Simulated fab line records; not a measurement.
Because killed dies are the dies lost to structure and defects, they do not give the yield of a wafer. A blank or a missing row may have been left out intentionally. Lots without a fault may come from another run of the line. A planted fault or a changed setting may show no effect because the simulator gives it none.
fab line records | flow n5_finfet
record: lots: 7 | wafers: 39
route steps=1938 shown BEOL_M6@1251 BEOL_M8@1389 BEOL_M12@1637 BEOL_M14@1716 MIM_BOT@1833
start_h: start of the lot's first displayed wafer, in hours after the record's first day | wait_h: hours since the lot's step before | " unchanged from the row above | L1.1+2: one row covering several wafers at once | - value missing, or start not given | * or withheld: withheld | < > ~ a bound
route shown NAME@n: names a module that has steps shown in the file, with the first one's number in the route | usual: mean and standard deviation over wafers with no fault | same: alike in all rows | chamber/n: place in a boat | sites: per-site readings | _std_site: how widely they spread, as a standard deviation | _edge_site: inner sites' mean taken away from outer sites' mean | radius_mm: how far each site lies from the wafer's centre | mask NAME#n: copy n | behind: tool/chamber where the wafer was last shaped | hold: the reason the lot was held/the length of the hold in hours/how it ended | device: transistor that didn't switch, given as n, p or np | end of line: tests of these same wafers at the route's end | for a step that has no rows: nothing shown but its recipe | killed: not the wafer's yield, but the dies lost to structure and defects at the first sort | map: per-die view of a wafer (x killed, . not killed, _ where there is no die)
set.NAME: the run value of the setting; set.NAME@STEP: its run value at that earlier step | model.NAME: the simulator's own value behind a step, which no gauge read
lots run with intentionally changed settings; tables by step, rows by wafer
== steps ==
step: N5_BEOL_M6_ALD_77
recipe: material: TaN | target_thk_a: 20 | temp_c: 275 | ald_precursor_family: PDMAT | ald_co_reactant: NH3 | pressure_torr: 3 | carrier_flow_sccm: 1500 | pulse_time_s: 2 | purge_time_s: 3 | co_reactant_purge_time_s: 2 | co_reactant_pulse_time_s: 3 | ald_cycles: 40 | precursor_vessel_temp_c: 75 | precursor_vessel_pressure_torr: 26.25 | precursor_vessel_carrier_sccm: 1000
lot.wafer        | tool         | chamber     | start_h | wait_h | set.ald_cycles | model.TaN_of_BEOL_M6_ALD_77.thk_nm
L074.1+2+3+4+5+6 | ald_metal-04 | 2,3,1,1,3,2 | 187.68  | 0.3    | 40             | 2
L076.1+3+4       | ald_metal-02 | 2,3,0       | 213.50  | 0.0    | 40             | 2
L076.2+5+6       | "            | 1,0,3       | "       | "      | 18             | 1
L081.2+4+6       | ald_metal-04 | 2,2,1       | 247.35  | 0.0    | 40             | 2
L084.1+2+3+4+5+6 | ald_metal-04 | 3,1,0,2,2,3 | 254.37  | 0.0    | 40             | 2
L088.1+2+3+4+5+6 | ald_metal-04 | 3,1,2,0,0,3 | 287.22  | 0.0    | 40             | 2
L093.1+4+6       | ald_metal-03 | 1,3,0       | 331.41  | 0.0    | 40             | 2
L093.2+3+5       | "            | 2,0,3       | "       | "      | 51             | 2.6
L097.1+4+5       | ald_metal-03 | 1,0,3       | 358.23  | 0.0    | 54             | 2.8
L097.2+3+6       | "            | 2,3,2       | "       | "      | 40             | 2
step: N5_BEOL_M8_ALD_77
recipe: material: TaN | target_thk_a: 20 | temp_c: 275 | ald_precursor_family: PDMAT | ald_co_reactant: NH3 | pressure_torr: 3 | carrier_flow_sccm: 1500 | pulse_time_s: 2 | purge_time_s: 3 | co_reactant_purge_time_s: 2 | co_reactant_pulse_time_s: 3 | ald_cycles: 40 | precursor_vessel_temp_c: 75 | precursor_vessel_pressure_torr: 26.25 | precursor_vessel_carrier_sccm: 1000
lot.wafer  | tool         | chamber | start_h | wait_h | set.ald_cycles | model.TaN_of_BEOL_M8_ALD_77.thk_nm
L074.1+2+6 | ald_metal-01 | 1,3,0   | 205.21  | 0.0    | 40             | 2
L074.3+4+5 | "            | 0,2,1   | "       | "      | 17             | 0.8
L076.1+3+6 | ald_metal-01 | 0,3,1   | 230.13  | 0.0    | 40             | 2
L076.2+4+5 | "            | 1,2,2   | "       | "      | 27             | 1.4
L081.2+4+6 | ald_metal-04 | 1,3,1   | 264.77  | 0.1    | 40             | 2
L084.1+5+6 | ald_metal-02 | 2,3,2   | 272.06  | 0.0    | 40             | 2
L084.2+3+4 | "            | 3,0,1   | "       | "      | 53             | 2.6
L088.1+2+3 | ald_metal-04 | 3,2,0   | 304.25  | 0.0    | 48             | 2.4
L088.4+5+6 | "            | 1,1,2   | "       | "      | 40             | 2
L093.1+2+4 | ald_metal-01 | 1,3,0   | 347.59  | 0.2    | 21             | 1
L093.3+5+6 | "            | 2,2,3   | "       | "      | 40             | 2
L097.1+3+5 | ald_metal-01 | 1,0,2   | 376.66  | 0.0    | 60             | 3
L097.2+4+6 | "            | 3,2,1   | "       | "      | 40             | 2
step: N5_BEOL_M12_ETCH_68
recipe: chemistry: N2/H2 | target: SOC | mask_material: SiARC | source_w: 3000 | bias_w: 350 | temp_c: 40 | time_s: 285 | ion_energy_ev: 200 | pressure_mtorr: 30 | n2_flow_sccm: 200 | h2_flow_sccm: 200
lot.wafer | tool        | chamber | start_h | wait_h | set.target_depth_a | model.SiARC_of_BEOL_M12_COAT_66.thk_nm
L074.1    | rie_diel-05 | 3       | 233.93  | 0.1    | 5700               | 85.6
L074.2    | "           | 1       | "       | "      | 5700               | 86.4
L074.3    | "           | 0       | "       | "      | 5700               | 85.8
L074.4    | "           | 2       | "       | "      | 2573               | 98.8
L074.5    | "           | 1       | "       | "      | 2573               | 99
L074.6    | "           | 0       | "       | "      | 2573               | 99.2
L076.1    | rie_diel-03 | 2       | 261.12  | 0.1    | 8913               | 73.2
L076.2    | "           | 1       | "       | "      | 5700               | 86
L076.3    | "           | 3       | "       | "      | 8913               | 72.4
L076.4+6  | "           | 2,1     | "       | "      | 5700               | 86.6
L076.5    | "           | 3       | "       | "      | 8913               | 73
L081.2    | rie_diel-03 | 2       | 294.80  | 0.1    | 5700               | 85.4
L081.4    | "           | 0       | "       | "      | 5700               | 85.2
L081.6    | "           | 2       | "       | "      | 5700               | 85.8
L084.1    | rie_diel-05 | 3       | 299.53  | 0.1    | 5700               | 86.2
L084.2    | "           | 2       | "       | "      | 8799               | 73
L084.3    | "           | 1       | "       | "      | 8799               | 74.6
L084.4    | "           | 0       | "       | "      | 5700               | 86
L084.5    | "           | 1       | "       | "      | 8799               | 74.4
L084.6    | "           | 2       | "       | "      | 5700               | 85.8
L088.1    | rie_diel-05 | 3       | 334.55  | 0.1    | 5700               | 86
L088.2    | "           | 2       | "       | "      | 5700               | 85.8
L088.3    | "           | 0       | "       | "      | 6626               | 81.8
L088.4    | "           | 0       | "       | "      | 6626               | 81.6
L088.5    | "           | 3       | "       | "      | 5700               | 86.2
L088.6    | "           | 2       | "       | "      | 6626               | 82.2
L093.1+5  | rie_diel-06 | 1,3     | 377.29  | 0.1    | 5700               | 85.6
L093.2    | "           | 3       | "       | "      | 5700               | 85.8
L093.3    | "           | 0       | "       | "      | 4154               | 92.4
L093.4    | "           | 2       | "       | "      | 4154               | 92.2
L093.6    | "           | 2       | "       | "      | 4154               | 92
L097.1+2  | rie_diel-05 | 0,2     | 403.26  | 0.1    | 5700               | 85.4
L097.3+5  | "           | 3       | "       | "      | 3492               | 94.8
L097.4    | "           | 1       | "       | "      | 5700               | 85
L097.6    | "           | 2       | "       | "      | 3492               | 94.6
step: N5_BEOL_M14_ILD_DEP_00
recipe: material: SiO2 | target_thk_a: 11193 | temp_c: 400 | precursor: TEOS/O2 | pressure_torr: 6.5 | rf_w: 900 | teos_flow_sccm: 161.4 | gas: O2 | flow_sccm: 2650 | time_s: 237.4
lot.wafer | tool     | chamber | start_h | wait_h | set.time_s | model.SiO2_of_BEOL_M14_ILD_DEP_00.thk_nm
L074.1    | pecvd-01 | 2       | 244.83  | 0.0    | 237.4      | 1107
L074.2    | "        | 1       | "       | "      | 237.4      | 1096
L074.3    | "        | 0       | "       | "      | 337.6      | 1574
L074.4    | "        | 2       | "       | "      | 237.4      | 1128
L074.5    | "        | 0       | "       | "      | 337.6      | 1591
L074.6    | "        | 1       | "       | "      | 337.6      | 1580
L076.1    | pecvd-01 | 0       | 269.36  | 0.0    | 237.4      | 1119
L076.2    | "        | 2       | "       | "      | 105.1      | 499.8
L076.3    | "        | 1       | "       | "      | 105.1      | 485.6
L076.4    | "        | 1       | "       | "      | 105.1      | 496.4
L076.5    | "        | 0       | "       | "      | 237.4      | 1115
L076.6    | "        | 2       | "       | "      | 237.4      | 1140
L081.2    | pecvd-02 | 2       | 302.21  | 0.0    | 237.4      | 1109
L081.4    | "        | 0       | "       | "      | 237.4      | 1129
L081.6    | "        | 2       | "       | "      | 237.4      | 1120
L084.1    | pecvd-01 | 0       | 310.93  | 0.0    | 177.1      | 820.6
L084.2    | "        | 1       | "       | "      | 177.1      | 816.8
L084.3    | "        | 2       | "       | "      | 237.4      | 1106
L084.4    | "        | 1       | "       | "      | 177.1      | 819.4
L084.5    | "        | 0       | "       | "      | 237.4      | 1103
L084.6    | "        | 2       | "       | "      | 237.4      | 1114
L088.1    | pecvd-02 | 2       | 344.22  | 0.0    | 237.4      | 1107
L088.2    | "        | 1       | "       | "      | 237.4      | 1121
L088.3    | "        | 0       | "       | "      | 189.5      | 899.2
L088.4    | "        | 2       | "       | "      | 189.5      | 888.8
L088.5    | "        | 0       | "       | "      | 189.5      | 895.2
L088.6    | "        | 1       | "       | "      | 237.4      | 1153
L093.1    | pecvd-02 | 2       | 384.61  | 0.0    | 142.4      | 664.8
L093.2    | "        | 0       | "       | "      | 142.4      | 666.4
L093.3    | "        | 0       | "       | "      | 142.4      | 665
L093.4+5  | "        | 2       | "       | "      | 237.4      | 1118
L093.6    | "        | 0       | "       | "      | 237.4      | 1122
L097.1    | pecvd-01 | 2       | 416.15  | 0.0    | 237.4      | 1111
L097.2    | "        | 1       | "       | "      | 237.4      | 1099
L097.3    | "        | 0       | "       | "      | 237.4      | 1109
L097.4    | "        | 2       | "       | "      | 237.4      | 1133
L097.5    | "        | 0       | "       | "      | 237.4      | 1128
L097.6    | "        | 1       | "       | "      | 237.4      | 1126
step: N5_BEOL_M14_THK_MEAS_01
recipe: reads: SiO2_of_BEOL_M14_ILD_DEP_00
usual: M14_ILD_THK: 1122/17
lot.wafer | tool          | chamber | start_h | wait_h | set.time_s@BEOL_M14_ILD_DEP_00 | M14_ILD_THK[nm]
L074.1    | film_metro-02 | -       | 245.02  | 0.1    | 237.4                          | 1107
L074.2    | "             | -       | "       | "      | 237.4                          | 1096
L074.3    | "             | -       | "       | "      | 337.6                          | 1574
L074.4    | "             | -       | "       | "      | 237.4                          | 1127
L074.5    | "             | -       | "       | "      | 337.6                          | 1591
L074.6    | "             | -       | "       | "      | 337.6                          | 1581
L076.1    | film_metro-02 | -       | 269.55  | 0.1    | 237.4                          | 1118
L076.2    | "             | -       | "       | "      | 105.1                          | 500
L076.3    | "             | -       | "       | "      | 105.1                          | 486
L076.4    | "             | -       | "       | "      | 105.1                          | 497
L076.5    | "             | -       | "       | "      | 237.4                          | 1115
L076.6    | "             | -       | "       | "      | 237.4                          | 1141
L081.2    | film_metro-02 | -       | 302.40  | 0.1    | 237.4                          | 1110
L081.4    | "             | -       | "       | "      | 237.4                          | 1128
L081.6    | "             | -       | "       | "      | 237.4                          | 1120
L084.1    | film_metro-02 | -       | 311.12  | 0.1    | 177.1                          | 821
L084.2    | "             | -       | "       | "      | 177.1                          | 817
L084.3    | "             | -       | "       | "      | 237.4                          | 1106
L084.4    | "             | -       | "       | "      | 177.1                          | 820
L084.5    | "             | -       | "       | "      | 237.4                          | 1102
L084.6    | "             | -       | "       | "      | 237.4                          | 1113
L088.1    | film_metro-01 | -       | 344.41  | 0.1    | 237.4                          | 1107
L088.2    | "             | -       | "       | "      | 237.4                          | 1121
L088.3    | "             | -       | "       | "      | 189.5                          | 899
L088.4    | "             | -       | "       | "      | 189.5                          | 889
L088.5    | "             | -       | "       | "      | 189.5                          | 895
L088.6    | "             | -       | "       | "      | 237.4                          | 1153
L093.1    | film_metro-02 | -       | 384.88  | 0.2    | 142.4                          | 665
L093.2    | "             | -       | "       | "      | 142.4                          | 666
L093.3    | "             | -       | "       | "      | 142.4                          | 665
L093.4    | "             | -       | "       | "      | 237.4                          | 1118
L093.5    | "             | -       | "       | "      | 237.4                          | 1118
L093.6    | "             | -       | "       | "      | 237.4                          | 1122
L097.1    | film_metro-01 | -       | 416.34  | 0.1    | 237.4                          | 1110
L097.2    | "             | -       | "       | "      | 237.4                          | 1099
L097.3    | "             | -       | "       | "      | 237.4                          | 1108
L097.4    | "             | -       | "       | "      | 237.4                          | 1133
L097.5    | "             | -       | "       | "      | 237.4                          | 1128
L097.6    | "             | -       | "       | "      | 237.4                          | 1126
step: N5_BEOL_M14_COAT_58
recipe: resist: BARC | temp_c: 205 | time_s: 60 | spin_rpm: 1500 | resist_thk_nm: 89
step: N5_BEOL_M14_COAT_04
recipe: spin_rpm: 1704 | resist_thk_nm: 800
step: N5_BEOL_M14_DESCUM_15
recipe: chemistry: O2 | time_s: 7.9 | source_power_w: 50 | bias_power_w: 20 | pressure_mtorr: 20 | rf_frequency_hz: 2.712e+07 | temp_c: 40 | o2_flow_sccm: 225
step: N5_BEOL_M14_ETCH_59
recipe: chemistry: N2/H2 | target: BARC | target_depth_a: 890 | overetch_a: 267 | time_s: 67.9 | ion_energy_ev: 200 | pressure_mtorr: 30 | source_w: 840 | bias_w: 150 | n2_flow_sccm: 200 | h2_flow_sccm: 200
step: N5_BEOL_M14_VIA_ETCH_16
recipe: chemistry: C4F8/O2/Ar | target: SiO2 | he_inner_torr: 15 | he_outer_torr: 30 | target_depth_a: 12313 | time_s: withheld | ion_energy_ev: 800 | pressure_mtorr: 20 | source_w: 1905 | bias_w: 2040 | Ar_flow_sccm: 400 | C4F8_flow_sccm: 16 | O2_flow_sccm: 12 | ends: cleared
lot.wafer | tool        | chamber | start_h | wait_h | set.time_s@BEOL_M14_ILD_DEP_00 | model.etch.depth_nm | model.coat_of_BEOL_M14_COAT_04.thk_nm
L074.1    | rie_diel-03 | 0       | 245.63  | 0.0    | *                              | 1107                | 457.8
L074.2    | "           | 1       | "       | "      | *                              | 1096                | 464.8
L074.3    | "           | 3       | "       | "      | *                              | 1574                | 354.4
L074.4    | "           | 2       | "       | "      | *                              | 1128                | 457.4
L074.5    | "           | 3       | "       | "      | *                              | 1591                | 351.4
L074.6    | "           | 2       | "       | "      | *                              | 1580                | 349.8
L076.1    | rie_diel-05 | 1       | 270.22  | 0.0    | *                              | 1119                | 460
L076.2    | "           | 3       | "       | "      | *                              | 499.9               | 606.2
L076.3    | "           | 2       | "       | "      | *                              | 485.7               | 604.2
L076.4    | "           | 3       | "       | "      | *                              | 496.5               | 602.8
L076.5    | "           | 2       | "       | "      | *                              | 1115                | 453.2
L076.6    | "           | 1       | "       | "      | *                              | 1140                | 457.4
L081.2    | rie_diel-06 | 2       | 302.88  | 0.0    | *                              | 1109                | 458
L081.4    | "           | 0       | "       | "      | *                              | 1129                | 457.4
L081.6    | "           | 0       | "       | "      | *                              | 1120                | 455.4
L084.1    | rie_diel-03 | 2       | 311.60  | 0.0    | *                              | 820.6               | 527.6
L084.2    | "           | 3       | "       | "      | *                              | 816.9               | 532
L084.3    | "           | 1       | "       | "      | *                              | 1106                | 459.6
L084.4    | "           | 0       | "       | "      | *                              | 819.3               | 524.6
L084.5    | "           | 1       | "       | "      | *                              | 1103                | 463.2
L084.6    | "           | 2       | "       | "      | *                              | 1114                | 460.2
L088.1    | rie_diel-05 | 2       | 344.89  | 0.0    | *                              | 1107                | 454
L088.2    | "           | 3       | "       | "      | *                              | 1121                | 453
L088.3    | "           | 0       | "       | "      | *                              | 899.3               | 503
L088.4    | "           | 3       | "       | "      | *                              | 888.7               | 509
L088.5    | "           | 2       | "       | "      | *                              | 895.1               | 503.6
L088.6    | "           | 0       | "       | "      | *                              | 1153                | 442.4
L093.1    | rie_diel-03 | 1       | 385.45  | 0.0    | *                              | 664.8               | 559.6
L093.2    | "           | 2       | "       | "      | *                              | 666.5               | 562
L093.3    | "           | 0       | "       | "      | *                              | 665                 | 554.8
L093.4    | "           | 3       | "       | "      | *                              | 1118                | 451.8
L093.5    | "           | 1       | "       | "      | *                              | 1118                | 452.6
L093.6    | "           | 2       | "       | "      | *                              | 1122                | 453.2
L097.1    | rie_diel-06 | 3       | 416.94  | 0.0    | *                              | 1111                | 459.2
L097.2    | "           | 2       | "       | "      | *                              | 1099                | 460
L097.3    | "           | 0       | "       | "      | *                              | 1109                | 458.2
L097.4    | "           | 1       | "       | "      | *                              | 1133                | 452.2
L097.5    | "           | 0       | "       | "      | *                              | 1128                | 453.2
L097.6    | "           | 1       | "       | "      | *                              | 1126                | 455.2
step: N5_BEOL_M14_STRIP_63
recipe: chemistry: O2 | power_w: 600 | temp_c: 60 | pressure_mtorr: 30 | rf_frequency_hz: 6e+07 | bias_power_w: 0 | overash_fraction: 0.3 | o2_flow_sccm: 225
step: N5_BEOL_M14_STRIP_64
recipe: chemistry: O2 | power_w: 600 | temp_c: 60 | pressure_mtorr: 30 | rf_frequency_hz: 6e+07 | bias_power_w: 0 | overash_fraction: 0.3 | o2_flow_sccm: 225
step: N5_BEOL_M14_STRIP_71
recipe: chemistry: post_etch_residue_remover | time_s: 60 | temp_c: 25 | remover_ph: withheld | remover_water_wt_pct: withheld | remover_fluoride_wt_pct: withheld
step: N5_BEOL_M14_SRD_72
recipe: time_s: 30 | temp_c: 23 | rinse_liquid: diw | dry: n2_spin | spin_rpm: 1500 | dry_time_s: 30
step: N5_BEOL_M14_CD_MEAS_17
recipe: target_cd_nm: 250 | polarity: opening
usual: cd_nm: 249.8/1.6
lot.wafer | tool      | chamber | start_h | wait_h | set.time_s@BEOL_M14_ILD_DEP_00 | cd_nm
L074.1    | cd_sem-01 | -       | 245.98  | 0.0    | 237.4                          | 251.2
L074.2    | "         | -       | "       | "      | 237.4                          | 249.8
L074.3    | "         | -       | "       | "      | 337.6                          | 255.5
L074.4    | "         | -       | "       | "      | 237.4                          | 250.0
L074.5    | "         | -       | "       | "      | 337.6                          | 254.1
L074.6    | "         | -       | "       | "      | 337.6                          | 255.1
L076.1    | cd_sem-01 | -       | 270.57  | 0.0    | 237.4                          | 249.8
L076.2    | "         | -       | "       | "      | 105.1                          | 244.9
L076.3    | "         | -       | "       | "      | 105.1                          | 241.7
L076.4    | "         | -       | "       | "      | 105.1                          | 243.0
L076.5    | "         | -       | "       | "      | 237.4                          | 249.2
L076.6    | "         | -       | "       | "      | 237.4                          | 248.6
L081.2    | cd_sem-03 | -       | 303.23  | 0.0    | 237.4                          | 248.9
L081.4    | "         | -       | "       | "      | 237.4                          | 251.9
L081.6    | "         | -       | "       | "      | 237.4                          | 249.3
L084.1    | cd_sem-02 | -       | 311.95  | 0.0    | 177.1                          | 245.7
L084.2    | "         | -       | "       | "      | 177.1                          | 246.3
L084.3    | "         | -       | "       | "      | 237.4                          | 250.3
L084.4    | "         | -       | "       | "      | 177.1                          | 247.7
L084.5    | "         | -       | "       | "      | 237.4                          | 248.1
L084.6    | "         | -       | "       | "      | 237.4                          | 250.2
L088.1    | cd_sem-02 | -       | 345.24  | 0.0    | 237.4                          | 250.0
L088.2    | "         | -       | "       | "      | 237.4                          | 251.5
L088.3    | "         | -       | "       | "      | 189.5                          | 248.7
L088.4    | "         | -       | "       | "      | 189.5                          | 249.0
L088.5    | "         | -       | "       | "      | 189.5                          | 249.5
L088.6    | "         | -       | "       | "      | 237.4                          | 252.3
L093.1    | cd_sem-03 | -       | 385.80  | 0.0    | 142.4                          | 244.8
L093.2    | "         | -       | "       | "      | 142.4                          | 245.3
L093.3    | "         | -       | "       | "      | 142.4                          | 243.9
L093.4    | "         | -       | "       | "      | 237.4                          | 248.7
L093.5    | "         | -       | "       | "      | 237.4                          | 248.7
L093.6    | "         | -       | "       | "      | 237.4                          | 249.7
L097.1    | cd_sem-03 | -       | 417.29  | 0.0    | 237.4                          | 249.7
L097.2    | "         | -       | "       | "      | 237.4                          | 247.2
L097.3    | "         | -       | "       | "      | 237.4                          | 248.6
L097.4    | "         | -       | "       | "      | 237.4                          | 248.6
L097.5    | "         | -       | "       | "      | 237.4                          | 248.4
L097.6    | "         | -       | "       | "      | 237.4                          | 249.5
step: N5_MIM_BOT_SPUTTER_00
recipe: material: TiN | target_thk_a: 350 | temp_c: 200 | power_w: 3000 | chamber_pressure_pa: 0.49996 | gas: Ar | reactive_partial_pa: 0.37997 | time_s: 89.7
lot.wafer  | tool           | chamber | start_h | wait_h | set.target_thk_a | model.TiN_of_MIM_BOT_SPUTTER_00.thk_nm
L074.1     | pvd_sputter-02 | -       | 256.75  | 0.0    | 217.6            | 21.8
L074.2     | "              | -       | "       | "      | 350              | 35.4
L074.3+5   | "              | -       | "       | "      | 350              | 35
L074.4+6   | "              | -       | "       | "      | 217.6            | 22
L076.1     | pvd_sputter-02 | -       | 282.26  | 0.0    | 228.2            | 23.2
L076.2+5   | "              | -       | "       | "      | 350              | 35.2
L076.3     | "              | -       | "       | "      | 350              | 35.4
L076.4+6   | "              | -       | "       | "      | 228.2            | 23.4
L081.2     | pvd_sputter-02 | -       | 319.18  | 0.0    | 350              | 35.2
L081.4     | "              | -       | "       | "      | 350              | 34.8
L081.6     | "              | -       | "       | "      | 350              | 35
L084.1+3+5 | pvd_sputter-03 | -       | 326.27  | 0.0    | 350              | 35
L084.2     | "              | -       | "       | "      | 350              | 35.2
L084.4     | "              | -       | "       | "      | 350              | 34.6
L084.6     | "              | -       | "       | "      | 350              | 34.8
L088.1+3+4 | pvd_sputter-03 | -       | 358.51  | 0.0    | 350              | 35.2
L088.2     | "              | -       | "       | "      | 350              | 35.4
L088.5+6   | "              | -       | "       | "      | 350              | 35
L093.1+3+5 | pvd_sputter-02 | -       | 399.41  | 0.0    | 177.9            | 17.4
L093.2     | "              | -       | "       | "      | 350              | 34.6
L093.4+6   | "              | -       | "       | "      | 350              | 34.4
L097.1     | pvd_sputter-02 | -       | 431.12  | 0.0    | 289.6            | 28.4
L097.2+4   | "              | -       | "       | "      | 350              | 34.6
L097.3     | "              | -       | "       | "      | 350              | 34.8
L097.5     | "              | -       | "       | "      | 289.6            | 28.6
L097.6     | "              | -       | "       | "      | 289.6            | 28.2
== key ==
split: step: N5_BEOL_M6_ALD_77 | setting: ald_cycles | stated: 40 | by: wafer
response: step: N5_BEOL_M6_ALD_77 | reading: model.TaN_of_BEOL_M6_ALD_77.thk_nm | change: +0.0199 | per: 1% | r: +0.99
split: step: N5_BEOL_M8_ALD_77 | setting: ald_cycles | stated: 40 | by: wafer
response: step: N5_BEOL_M8_ALD_77 | reading: model.TaN_of_BEOL_M8_ALD_77.thk_nm | change: +0.0202 | per: 1% | r: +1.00
split: step: N5_BEOL_M12_ETCH_68 | setting: target_depth_a | stated: 5700 | by: wafer
response: step: N5_BEOL_M12_ETCH_68 | reading: model.SiARC_of_BEOL_M12_COAT_66.thk_nm | change: -0.236 | per: 1% | r: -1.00
split: step: N5_BEOL_M14_ILD_DEP_00 | setting: time_s | stated: 237.4 | by: wafer
response: step: N5_BEOL_M14_ILD_DEP_00 | reading: model.SiO2_of_BEOL_M14_ILD_DEP_00.thk_nm | change: +11.3 | per: 1% | r: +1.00
response: step: N5_BEOL_M14_THK_MEAS_01 | reading: M14_ILD_THK | change: +11.3 | per: 1% | r: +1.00
response: step: N5_BEOL_M14_VIA_ETCH_16 | reading: model.etch.depth_nm | change: +11.3 | per: 1% | r: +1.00
response: step: N5_BEOL_M14_VIA_ETCH_16 | reading: model.coat_of_BEOL_M14_COAT_04.thk_nm | change: -2.63 | per: 1% | r: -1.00
response: step: N5_BEOL_M14_CD_MEAS_17 | reading: cd_nm | change: +0.109 | per: 1% | r: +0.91
split: step: N5_MIM_BOT_SPUTTER_00 | setting: target_thk_a | stated: 350 | by: wafer
response: step: N5_MIM_BOT_SPUTTER_00 | reading: model.TiN_of_MIM_BOT_SPUTTER_00.thk_nm | change: +0.348 | per: 1% | r: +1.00
